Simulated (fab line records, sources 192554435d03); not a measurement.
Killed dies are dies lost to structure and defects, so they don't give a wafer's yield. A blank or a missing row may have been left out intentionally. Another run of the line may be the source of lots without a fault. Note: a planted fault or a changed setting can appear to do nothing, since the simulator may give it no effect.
fab line records	flow n5-finfet
record: lots: 7	wafers: 21
route steps=1938 shown WELL_APT@40 FIN_SAQP@109 DUMMY_GATE@220 SD_EPI_N@279 SD_ACTIVATION@331 HKMG_FIN@392 GATE_CUT@469
start-h: the number of hours between the record's first day and the start of the first shown wafer of the lot	wait-h: hours elapsed since this lot's preceding step	" the same as in the row above	L1.1+2: a single row standing in for several wafers	- no value, or no start given	* or withheld: withheld	< > ~ a bound
route shown NAME@n: names a module that has steps shown in the file, with the first one's number in the route	usual: the fault-free wafers' mean and standard deviation	same: alike in all rows	chamber/n: place in a boat	sites: readings site by site	_std_site: the standard deviation of these	_edge_site: inner sites' mean taken away from outer sites' mean	radius-mm: for every site, how far away it sits from the centre of the wafer	mask NAME#n: copy n	behind: the most recent tool/chamber to have shaped the wafer	hold: why the lot was held/for how many hours/how that ended	device: transistor that didn't switch, given as n, p or np	end of line: the route-end tests of the same wafers	a step given without rows: its recipe and nothing more	killed: dies that structure and defects cost at the first sort, which is not the same as the wafer's yield	map: a wafer's dies, x killed, . not, _ none there
set.NAME: setting as actually run; set.NAME@STEP: the setting as run at that earlier step	model.NAME: the simulator's own value behind a step, which no gauge read
lots where settings were altered on purpose, with a table for each step and a row for each wafer
== steps ==
step: N5_WELL_APT_PEB_23
recipe: peb-temp-c: 130	peb-time-s: 90
lot.wafer	tool	chamber	start-h	wait-h	set.peb-time-s
L075.1+3+4	litho-track-04	0	20.92	0.1	90
L079.1+2	litho-track-04	0	44.71	0.1	78.39
L079.5	"	0	"	"	90
L082.1+5	litho-track-03	0	62.76	0.1	90
L082.3	"	0	"	"	77.52
L083.1+2	litho-track-04	0	68.74	0.1	71.22
L083.4	"	0	"	"	90
L087.1	litho-track-04	0	92.88	0.1	90
L087.4+6	"	0	"	"	109
L096.1+5+6	litho-track-03	0	147.26	0.1	90
L097.1+5+6	litho-track-01	0	154.53	0.1	90
step: N5_WELL_APT_DEVELOP_24
recipe: develop-time-s: 45	rinse-liquid: surfactant-rinse	dry: air-spin	dev-temp-c: 21
step: N5_WELL_APT_HARDBAKE_29
recipe: temp-c: 130	time-s: 120
step: N5_WELL_APT_CD_MEAS_25
recipe: target-cd-nm: 200	landing-energy-ev: 500	detector: se-inlens
usual: cd-nm: 201.0/2.1
lot.wafer	tool	chamber	start-h	wait-h	set.peb-time-s@WELL_APT_PEB_23	cd-nm
L075.1	cd-sem-01	0	21.04	-	90	203.6
L075.3	"	0	"	"	90	200.5
L075.4	"	0	"	"	90	203.7
L079.1	cd-sem-01	0	44.82	-	78.39	197.5
L079.2	"	0	"	"	78.39	197.4
L079.5	"	0	"	"	90	204.8
L082.1	cd-sem-03	0	62.88	-	90	199.4
L082.3	"	0	"	"	77.52	193.0
L082.5	"	0	"	"	90	199.4
L083.1	cd-sem-01	0	68.86	-	71.22	190.3
L083.2	"	0	"	"	71.22	192.9
L083.4	"	0	"	"	90	205.0
L087.1	cd-sem-01	0	93.00	-	90	200.6
L087.4	"	0	"	"	109	211.9
L087.6	"	0	"	"	109	211.7
L096.1	cd-sem-03	0	147.37	-	90	198.8
L096.5	"	0	"	"	90	198.3
L096.6	"	0	"	"	90	201.3
L097.1	cd-sem-03	0	154.64	-	90	200.2
L097.5	"	0	"	"	90	203.2
L097.6	"	0	"	"	90	199.2
step: N5_WELL_APT_DESCUM_30
recipe: chemistry: O2	time-s: 7.9	source-power-w: 50	bias-power-w: 20	pressure-mtorr: 20	rf-frequency-hz: 2.712e+07	temp-c: 40	o2-flow-sccm: 225
lot.wafer	tool	chamber	start-h	wait-h	set.time-s	set.peb-time-s@WELL_APT_PEB_23	model.WELL_APT.cd-nm
L075.1	rie-diel-03	2	21.41	0.3	7.9	90	203.1
L075.3	"	1	"	"	7.236	90	200.5
L075.4	"	0	"	"	7.9	90	204
L079.1+2	rie-diel-03	1,2	44.91	0.0	7.9	78.39	197.5
L079.5	"	2	"	"	7.9	90	204.7
L082.1+5	rie-diel-02	1,3	62.97	0.0	7.9	90	199.4
L082.3	"	3	"	"	6.158	77.52	192.5
L083.1	rie-diel-04	1	68.95	0.0	9.434	71.22	190.8
L083.2	"	0	"	"	7.9	71.22	192.8
L083.4	"	2	"	"	9.434	90	205.4
L087.1	rie-diel-04	0	93.08	0.0	8.885	90	200.4
L087.4	"	1	"	"	7.9	109	211.8
L087.6	"	0	"	"	7.9	109	211.7
L096.1	rie-diel-02	2	147.52	0.1	7.132	90	199.1
L096.5	"	3	"	"	7.9	90	197.9
L096.6	"	1	"	"	7.9	90	201
L097.1	rie-diel-03	3	155.72	1.0	7.9	90	200.2
L097.5	"	0	"	"	7.9	90	202.9
L097.6	"	2	"	"	7.9	90	199.3
step: N5_FIN_SAQP_PEB_14
recipe: peb-temp-c: withheld	peb-time-s: 60	resist: CAR-ArF
lot.wafer	tool	chamber	start-h	wait-h	set.peb-time-s
L075.1+3+4	litho-track-05	0	28.35	0.1	60
L079.1+5	litho-track-03	0	51.27	0.1	53.38
L079.2	"	0	"	"	60
L082.1	litho-track-05	0	69.20	0.1	68.99
L082.3+5	"	0	"	"	60
L083.1+2+4	litho-track-03	0	76.11	0.1	60
L087.1+4	litho-track-03	0	105.91	0.1	60
L087.6	"	0	"	"	71.53
L096.1+5	litho-track-03	0	153.76	0.1	60
L096.6	"	0	"	"	69.85
L097.1+5+6	litho-track-03	0	162.26	0.1	60
step: N5_FIN_SAQP_DEVELOP_15
recipe: develop-time-s: 30	developer: TMAH	resist: CAR-ArF	dev-temp-c: 23	rinse-liquid: diw	dry: air-spin
step: N5_FIN_SAQP_CD_MEAS_16
recipe: target-cd-nm: 35.6	landing-energy-ev: 500	detector: se-inlens
usual: cd-nm: 35.7/0.35
lot.wafer	tool	chamber	start-h	wait-h	set.peb-time-s@FIN_SAQP_PEB_14	cd-nm
L075.1	cd-sem-01	0	28.42	-	60	35.8
L075.3	"	0	"	"	60	35.8
L075.4	"	0	"	"	60	35.7
L079.1	cd-sem-02	0	51.34	-	53.38	36.7
L079.2	"	0	"	"	60	35.3
L079.5	"	0	"	"	53.38	37.3
L082.1	cd-sem-02	0	69.27	-	68.99	33.9
L082.3	"	0	"	"	60	35.4
L082.5	"	0	"	"	60	35.5
L083.1	cd-sem-02	0	76.18	-	60	36.0
L083.2	"	0	"	"	60	35.9
L083.4	"	0	"	"	60	35.7
L087.1	cd-sem-03	0	105.98	-	60	35.6
L087.4	"	0	"	"	60	35.5
L087.6	"	0	"	"	71.53	33.2
L096.1	cd-sem-01	0	153.83	-	60	35.2
L096.5	"	0	"	"	60	35.6
L096.6	"	0	"	"	69.85	33.9
L097.1	cd-sem-01	0	162.33	-	60	36.0
L097.5	"	0	"	"	60	35.3
L097.6	"	0	"	"	60	35.5
step: N5_FIN_SAQP_SPACER1_ALD_24
recipe: material: SiO2	target-thk-a: 203	temp-c: 300	ald-precursor-family: BDEAS	ald-co-reactant: O2-plasma	pulse-time-s: 1	purge-time-s: 2	co-reactant-purge-time-s: 2	ald-cycles: 218	pressure-torr: 2
lot.wafer	tool	chamber	start-h	wait-h	set.ald-cycles	model.SiO2_of_FIN_SAQP_SPACER1_ALD_24.thk-nm
L075.1+3+4	ald-sin-02	1,3,2	29.87	0.5	218	20.4
L079.1+2	ald-sin-04	3,2	52.55	0.3	218	20.2
L079.5	"	2	"	"	218	20.4
L082.1+5	ald-sin-04	2	70.75	0.4	205	19.2
L082.3	"	3	"	"	218	20.2
L083.1	ald-sin-04	2	77.57	0.3	218	20.4
L083.2	"	1	"	"	218	20.2
L083.4	"	0	"	"	241	22.6
L087.1	ald-sin-02	0	107.51	0.6	209	19.2
L087.4	"	3	"	"	218	20.2
L087.6	"	2	"	"	209	19.4
L096.1+6	ald-sin-02	2,3	157.05	0.3	218	20.2
L096.5	"	2	"	"	190	17.6
L097.1	ald-sin-04	0	163.57	0.3	218	20.4
L097.5+6	"	1,2	"	"	218	20.2
step: N5_FIN_SAQP_SPACER1_ETCHBACK_25
recipe: chemistry: CHF3/O2	mode: anisotropic-etchback	target: SiO2	target-depth-a: 244	time-s: 12.2	pressure-mtorr: 30	source-w: 650	bias-w: 170	Ar_flow_sccm: 200	CHF3_flow_sccm: 50	O2_flow_sccm: 5	ion-energy-ev: 200
step: N5_FIN_SAQP_MANDREL1_REMOVE_56
recipe: chemistry: HBr/Cl2/O2	bt-time-s: 10	target: a-Si	stop-on: SiNx	endpoint: OES-SiCl	over-etch-frac: 1	icp-w: 600	bias-w: 22	HBr_flow_sccm: 150	Cl2_flow_sccm: 80	O2_flow_sccm: 5	pressure-mtorr: 10
lot.wafer	tool	chamber	start-h	wait-h	set.ald-cycles@FIN_SAQP_SPACER1_ALD_24	model.FIN_SAQP.cd-nm
L075.1+3	rie-si-02	0,1	30.67	0.1	218	20.4
L075.4	"	3	"	"	218	20.2
L079.1+2	rie-si-02	3,2	53.38	0.1	218	20.2
L079.5	"	3	"	"	218	20.4
L082.1+5	rie-si-02	1,3	71.56	0.1	205	19.2
L082.3	"	2	"	"	218	20.4
L083.1	rie-si-03	1	78.38	0.1	218	20.4
L083.2	"	2	"	"	218	20.2
L083.4	"	0	"	"	241	22.4
L087.1+6	rie-si-02	3	108.31	0.1	209	19.4
L087.4	"	1	"	"	218	20.4
L096.1+6	rie-si-05	3,1	158.12	0.1	218	20.4
L096.5	"	2	"	"	190	17.6
L097.1+5	rie-si-05	1,0	164.37	0.1	218	20.4
L097.6	"	1	"	"	218	20.2
step: N5_FIN_SAQP_CD_MEAS_27
recipe: target-cd-nm: 20	landing-energy-ev: 1000	detector: se-inlens	polarity: line
usual: cd-nm: 20.31/0.25
lot.wafer	tool	chamber	start-h	wait-h	set.ald-cycles@FIN_SAQP_SPACER1_ALD_24	cd-nm
L075.1	cd-sem-01	0	30.78	0.1	218	20.62
L075.3	"	0	"	"	218	20.21
L075.4	"	0	"	"	218	20.47
L079.1	cd-sem-03	0	53.49	0.1	218	20.32
L079.2	"	0	"	"	218	20.24
L079.5	"	0	"	"	218	20.40
L082.1	cd-sem-01	0	71.67	0.1	205	19.00
L082.3	"	0	"	"	218	20.28
L082.5	"	0	"	"	205	19.44
L083.1	cd-sem-02	0	78.49	0.1	218	20.51
L083.2	"	0	"	"	218	20.29
L083.4	"	0	"	"	241	22.68
L087.1	cd-sem-01	0	108.42	0.1	209	19.46
L087.4	"	0	"	"	218	20.57
L087.6	"	0	"	"	209	19.54
L096.1	cd-sem-02	0	158.23	0.1	218	20.79
L096.5	"	0	"	"	190	17.53
L096.6	"	0	"	"	218	19.89
L097.1	cd-sem-03	0	164.48	0.1	218	20.35
L097.5	"	0	"	"	218	20.24
L097.6	"	0	"	"	218	20.46
step: N5_DUMMY_GATE_HM_DEP_06
recipe: material: SiNx	target-thk-a: 800	precursor: DCS/NH3	temp-c: 700	pressure-mtorr: 300	time-s: 5141
lot.wafer	tool	chamber	start-h	wait-h	set.time-s	model.SiNx_of_DUMMY_GATE_HM_DEP_06.thk-nm
L075.1	-	-	-	3.9	5576	88
L075.3	"	-	"	"	5576	88.4
L075.4	"	-	"	"	5576	88.8
L079.1	-	-	-	0.0	5452	85.8
L079.2	"	-	"	"	5452	85.2
L079.5	"	-	"	"	5452	85.4
L082.1	-	-	-	0.0	5141	81.8
L082.3+5	"	-	"	"	5141	80.6
L083.1	-	-	-	0.0	4661	72
L083.2	"	-	"	"	4661	72.4
L083.4	"	-	"	"	4661	72.8
L087.1	-	-	-	0.0	4745	73.2
L087.4	"	-	"	"	4745	73.4
L087.6	"	-	"	"	4745	73
L096.1	-	-	-	0.0	5141	80
L096.5+6	"	-	"	"	5141	79.4
L097.1+6	lpcvd-02	0/15,0/39	184.57	0.0	5141	80.4
L097.5	"	0/34	"	"	5141	80.6
step: N5_SD_EPI_N_ETCH_16
recipe: chemistry: CHF3/O2	target: SiO2	target-depth-a: 50	mask-material: SOC	pressure-mtorr: 30	source-w: 650	bias-w: 170	Ar_flow_sccm: 200	CHF3_flow_sccm: 50	O2_flow_sccm: 5	ion-energy-ev: 200
lot.wafer	tool	chamber	start-h	wait-h	set.target-depth-a	model.etch.depth-nm
L075.1	rie-diel-03	3	60.39	0.1	50	4.969
L075.3	"	3	"	"	50	4.96
L075.4	"	0	"	"	44.91	4.37
L079.1	rie-diel-02	3	80.78	0.1	50	4.969
L079.2	"	0	"	"	47.47	4.503
L079.5	"	0	"	"	50	4.73
L082.1	rie-diel-04	2	97.97	0.1	50	5.105
L082.3	"	1	"	"	50	5.079
L082.5	"	3	"	"	50	4.935
L083.1	rie-diel-02	2	103.50	0.1	48.21	4.949
L083.2	"	0	"	"	48.21	4.698
L083.4	"	3	"	"	50	5.022
L087.1	rie-diel-02	2	133.46	0.1	50	5.068
L087.4	"	1	"	"	54.07	5.492
L087.6	"	2	"	"	54.07	5.512
L096.1	rie-diel-04	0	183.36	0.1	53.69	5.413
L096.5	"	1	"	"	50	5.009
L096.6	"	2	"	"	50	5.16
L097.1	rie-diel-02	0	192.19	0.1	50	5.023
L097.5	"	1	"	"	50	4.994
L097.6	"	2	"	"	50	5.05
step: N5_SD_ACTIVATION_LSA_01
recipe: temp-c: 1080	time-s: 0.0008	ambient: N2
usual: wafer_temp_C_max: 1085.6/0.93
lot.wafer	tool	chamber	start-h	wait-h	set.temp-c	wafer_temp_C_max
L075.1	laser-anneal-02	0	68.22	0.2	1080	1085.1
L075.3	"	0	"	"	1080	1085.6
L075.4	"	0	"	"	1080	1086.8
L079.1	laser-anneal-02	0	89.46	0.2	1097	1103.5
L079.2	"	0	"	"	1080	1084.8
L079.5	"	0	"	"	1097	1102.3
L082.1	laser-anneal-01	0	107.17	0.2	1080	1085.0
L082.3	"	0	"	"	1080	1086.6
L082.5	"	0	"	"	1080	1085.1
L083.1	laser-anneal-02	0	112.22	0.2	1080	1084.2
L083.2	"	0	"	"	1104	1108.7
L083.4	"	0	"	"	1104	1112.4
L087.1	laser-anneal-02	0	142.74	0.2	1067	1072.7
L087.4	"	0	"	"	1080	1085.8
L087.6	"	0	"	"	1067	1072.7
L096.1	laser-anneal-01	0	191.26	0.2	1080	1085.1
L096.5	"	0	"	"	1080	1084.2
L096.6	"	0	"	"	1105	1109.8
L097.1	laser-anneal-02	0	201.07	0.2	1080	1086.8
L097.5	"	0	"	"	1080	1085.8
L097.6	"	0	"	"	1080	1086.1
step: N5_SD_ACTIVATION_RS_MEAS_03
recipe: thk-meas-gauge: four-point-probe
usual: RS_SD_N: 22.0/0.31	RS_SD_P: 56.1/0.94
lot.wafer	tool	chamber	start-h	wait-h	set.temp-c@SD_ACTIVATION_LSA_01	RS_SD_N[ohm/sq]	RS_SD_P[ohm/sq]
L075.1	film-metro-02	-	68.42	0.2	1080	21.6	55.8
L075.3	"	-	"	"	1080	21.9	55.5
L075.4	"	-	"	"	1080	21.5	55.3
L079.1	film-metro-02	-	89.66	0.2	1097	20.4	56.5
L079.2	"	-	"	"	1080	22.2	57.8
L079.5	"	-	"	"	1097	20.5	57.0
L082.1	film-metro-02	-	107.37	0.2	1080	22.3	56.1
L082.3	"	-	"	"	1080	22.4	55.9
L082.5	"	-	"	"	1080	22.2	55.7
L083.1	film-metro-02	-	112.42	0.2	1080	22.0	59.4
L083.2	"	-	"	"	1104	19.5	56.7
L083.4	"	-	"	"	1104	19.5	55.1
L087.1	film-metro-01	-	142.94	0.2	1067	23.9	55.4
L087.4	"	-	"	"	1080	22.0	56.2
L087.6	"	-	"	"	1067	23.3	56.7
L096.1	film-metro-02	-	191.47	0.2	1080	21.9	54.6
L096.5	"	-	"	"	1080	22.0	55.9
L096.6	"	-	"	"	1105	19.4	55.6
L097.1	film-metro-02	-	201.27	0.2	1080	22.1	54.9
L097.5	"	-	"	"	1080	22.3	55.9
L097.6	"	-	"	"	1080	22.3	56.2
step: N5_HKMG_FIN_COAT_43
recipe: resist: CAR-ArF	spin-rpm: 1500	resist-thk-nm: 90
lot.wafer	tool	chamber	start-h	wait-h	set.spin-rpm	model.CAR-ArF_of_HKMG_FIN_COAT_43.thk-nm
L075.1	litho-track-01	0	-	-	1600	86.8
L075.3	"	0	"	"	1500	89.8
L075.4	"	0	"	"	1600	87.2
L079.1+2	litho-track-03	0	-	-	1589	87.6
L079.5	"	0	"	"	1500	90
L082.1	litho-track-01	0	-	-	1336	95.2
L082.3	"	0	"	"	1500	89.8
L082.5	"	0	"	"	1336	95
L083.1	litho-track-03	0	-	-	1637	86.2
L083.2	"	0	"	"	1500	90
L083.4	"	0	"	"	1637	86
L087.1	litho-track-01	0	-	-	1500	90.2
L087.4	"	0	"	"	1500	89.8
L087.6	"	0	"	"	1500	90
L096.1+6	litho-track-02	0	-	-	1500	90
L096.5	"	0	"	"	1500	90.2
L097.1+6	litho-track-02	0	-	-	1500	89.4
L097.5	"	0	"	"	1500	89.6
step: N5_HKMG_FIN_ETCH_54
recipe: chemistry: CF4	target: SiARC	target-depth-a: 455	mask-material: CAR-ArF	time-s: 75.8	ion-energy-ev: 80	pressure-mtorr: 40	source-w: 545	bias-w: 36	Ar_flow_sccm: 100	cf4-flow-sccm: 100	ends: cleared
usual: etch-rf-on-time-s: 75.4/1.6	rf-vpp-V: 183.6/0.98
lot.wafer	tool	chamber	start-h	wait-h	set.source-w	set.spin-rpm@HKMG_FIN_COAT_43	etch-rf-on-time-s	rf-vpp-V	model.CAR-ArF_of_HKMG_FIN_COAT_43.thk-nm
L075.1	rie-diel-03	2	81.84	0.0	545	1600	74.5	183.8	48
L075.3	"	1	"	"	545	1500	73.0	183.7	50.8
L075.4	"	3	"	"	545	1600	76.2	183.8	48.2
L079.1	rie-diel-04	3	102.79	0.0	487.6	1589	85.0	190.4	48.6
L079.2	"	2	"	"	545	1589	72.7	184.7	48.2
L079.5	"	2	"	"	487.6	1500	79.6	191.6	50.8
L082.1	rie-diel-03	3	121.36	0.0	545	1336	77.2	185.3	56.4
L082.3	"	1	"	"	545	1500	74.0	183.9	50.6
L082.5	"	2	"	"	476.4	1336	85.0	192.2	55.8
L083.1	rie-diel-03	2	125.50	0.0	545	1637	75.6	183.2	47.2
L083.2	"	3	"	"	545	1500	78.1	182.0	51.2
L083.4	"	2	"	"	455.6	1637	89.5	196.3	47
L087.1	rie-diel-02	1	159.57	0.0	545	1500	75.1	184.2	51
L087.4	"	2	"	"	545	1500	74.8	183.4	50.6
L087.6	"	3	"	"	545	1500	75.0	183.5	50.8
L096.1	rie-diel-03	1	205.15	0.0	461.4	1500	84.7	193.6	50.8
L096.5	"	2	"	"	461.4	1500	87.4	194.1	51
L096.6	"	1	"	"	545	1500	72.8	183.8	50.8
L097.1	rie-diel-02	1	215.11	0.0	545	1500	75.6	182.1	50.2
L097.5	"	1	"	"	545	1500	75.8	183.8	50.6
L097.6	"	0	"	"	545	1500	77.1	184.1	50.6
step: N5_GATE_CUT_ETCH_58
recipe: chemistry: CH3F/O2	target: SiNx	target-depth-a: 170	time-s: 128.6	ion-energy-ev: 50	pressure-mtorr: 30	source-w: 415	bias-w: 21	Ar_flow_sccm: 150	CH3F_flow_sccm: 30	O2_flow_sccm: 20
lot.wafer	tool	chamber	start-h	wait-h	set.time-s	model.etch.depth-nm	model.SiNx_of_SDB_ALD_29.thk-nm
L075.1	rie-diel-01	1	90.51	0.1	128.6	16.98	24.6
L075.3	"	2	"	"	116.1	14.94	25
L075.4	"	0	"	"	116.1	15.38	25
L079.1	rie-diel-01	1	111.81	0.2	128.6	16.98	24.6
L079.2	"	3	"	"	104.6	13.9	25.2
L079.5	"	2	"	"	104.6	13.52	25.2
L082.1	rie-diel-05	0	129.75	0.0	128.6	16.91	24.8
L082.3	"	1	"	"	117.7	15.32	24.8
L082.5	"	0	"	"	117.7	15.57	25
L083.1	rie-diel-05	2	133.71	0.0	128.6	16.82	24.8
L083.2	"	3	"	"	153.2	20.17	24.2
L083.4	"	0	"	"	128.6	16.86	24.6
L087.1	rie-diel-05	2	167.92	0.2	128.6	16.51	24.6
L087.4	"	3	"	"	146	19.07	24.2
L087.6	"	2	"	"	128.6	16.75	24.6
L096.1	rie-diel-06	0	213.49	0.2	128.6	16.8	24.6
L096.5	"	1	"	"	128.6	17.41	24.4
L096.6	"	0	"	"	128.6	17.03	24.6
L097.1	rie-diel-06	2	223.30	0.1	128.6	16.66	24.6
L097.5	"	1	"	"	128.6	17.25	24.6
L097.6	"	2	"	"	128.6	16.63	24.6
== key ==
split: step: N5_WELL_APT_PEB_23	setting: peb-time-s	stated: 90	by: wafer
response: step: N5_WELL_APT_CD_MEAS_25	reading: cd-nm	change: +0.565	per: 1%	r: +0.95
response: step: N5_WELL_APT_DESCUM_30	reading: model.WELL_APT.cd-nm	change: +0.576	per: 1%	r: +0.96
split: step: N5_WELL_APT_DESCUM_30	setting: time-s	stated: 7.9	by: wafer
response none clear
split: step: N5_FIN_SAQP_PEB_14	setting: peb-time-s	stated: 60	by: wafer
response: step: N5_FIN_SAQP_CD_MEAS_16	reading: cd-nm	change: -0.116	per: 1%	r: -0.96
split: step: N5_FIN_SAQP_SPACER1_ALD_24	setting: ald-cycles	stated: 218	by: wafer
response: step: N5_FIN_SAQP_SPACER1_ALD_24	reading: model.SiO2_of_FIN_SAQP_SPACER1_ALD_24.thk-nm	change: +0.205	per: 1%	r: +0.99
response: step: N5_FIN_SAQP_MANDREL1_REMOVE_56	reading: model.FIN_SAQP.cd-nm	change: +0.211	per: 1%	r: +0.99
response: step: N5_FIN_SAQP_CD_MEAS_27	reading: cd-nm	change: +0.216	per: 1%	r: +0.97
split: step: N5_DUMMY_GATE_HM_DEP_06	setting: time-s	stated: 5141	by: lot
response: step: N5_DUMMY_GATE_HM_DEP_06	reading: model.SiNx_of_DUMMY_GATE_HM_DEP_06.thk-nm	change: +0.897	per: 1%	r: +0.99
split: step: N5_SD_EPI_N_ETCH_16	setting: target-depth-a	stated: 50	by: wafer
response: step: N5_SD_EPI_N_ETCH_16	reading: model.etch.depth-nm	change: +0.0551	per: 1%	r: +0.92
split: step: N5_SD_ACTIVATION_LSA_01	setting: temp-c	stated: 1080	by: wafer
response: step: N5_SD_ACTIVATION_LSA_01	reading: wafer_temp_C_max	change: *	per: 1%	r: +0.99
response: step: N5_SD_ACTIVATION_RS_MEAS_03	reading: RS_SD_N	change: -1.14	per: 1%	r: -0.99
split: step: N5_HKMG_FIN_COAT_43	setting: spin-rpm	stated: 1500	by: wafer
response: step: N5_HKMG_FIN_COAT_43	reading: model.CAR-ArF_of_HKMG_FIN_COAT_43.thk-nm	change: -0.448	per: 1%	r: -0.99
response: step: N5_HKMG_FIN_ETCH_54	reading: model.CAR-ArF_of_HKMG_FIN_COAT_43.thk-nm	change: -0.459	per: 1%	r: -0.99
split: step: N5_HKMG_FIN_ETCH_54	setting: source-w	stated: 545	by: wafer
response: step: N5_HKMG_FIN_ETCH_54	reading: etch-rf-on-time-s	change: *	per: 1%	r: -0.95
response: step: N5_HKMG_FIN_ETCH_54	reading: rf-vpp-V	change: -0.701	per: 1%	r: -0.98
split: step: N5_GATE_CUT_ETCH_58	setting: time-s	stated: 128.6	by: wafer
response: step: N5_GATE_CUT_ETCH_58	reading: model.etch.depth-nm	change: +0.177	per: 1%	r: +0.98
response: step: N5_GATE_CUT_ETCH_58	reading: model.SiNx_of_SDB_ALD_29.thk-nm	change: -0.0291	per: 1%	r: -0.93
